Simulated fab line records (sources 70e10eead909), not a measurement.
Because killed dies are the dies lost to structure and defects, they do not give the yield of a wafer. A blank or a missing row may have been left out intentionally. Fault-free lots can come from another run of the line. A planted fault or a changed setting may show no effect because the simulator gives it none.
Matching of chambers	flow nandHarc	NHARC_A_STAIRCASE_DESCUM_291 on rieDiel-05 has 4 sister chambers
The step chemistry O2, time 3 s. 8 wafers are shown with their chamber, then 7 later ones without.

== WAFERS, EACH WITH ITS CHAMBER ==
wafer	chamber	drypumpMotorCurrentA (A)	showerheadPlenumPTorr (Torr)
L081.2	3	6.3	1.87
L081.3	1	5.2	2.06
L081.6	0	6.3	1.88
L093.2	3	6.3	1.86
L093.3	1	5.2	2.05
L093.4	2	6.2	1.95
L094.1	2	6.3	1.95
L094.2	0	6.3	1.88

== WAFERS MISSING THEIR CHAMBER ==
wafer	drypumpMotorCurrentA (A)	showerheadPlenumPTorr (Torr)
L094.5	5.2	2.05
L097.3	5.3	2.05
L097.4	6.3	1.86
L097.6	6.3	1.86
L096.1	5.2	2.05
L096.2	6.3	1.95
L096.6	6.3	1.87

== EACH ONE'S CHAMBER ==
wafer	from the rows above	in truth
L094.5	1	1
L097.3	1	1
L097.4	3	3
L097.6	3	3
L096.1	1	1
L096.2	2	2
L096.6	can't be placed: 3 or 0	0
6 of 7 placed correctly. Unplaceable from these rows: 1, with the true chamber sitting among the candidates in 1. Number placed wrongly: 0.
How it was worked out, from the rows above alone: a wafer's distance from a chamber is the root of the sum, over the readings, of the square of ((its reading less the chamber's mean) divided by the reading's scatter). If the next closest chamber is less than 2 further off than the closest, the wafer can't be placed; otherwise it belongs to the closest. The mean given for a chamber averages the wafers shown for that chamber. How the scatter is found: for the shown wafers, subtract from each reading the mean of its chamber, square and add these, divide the total by (wafers less chambers), then take the root.
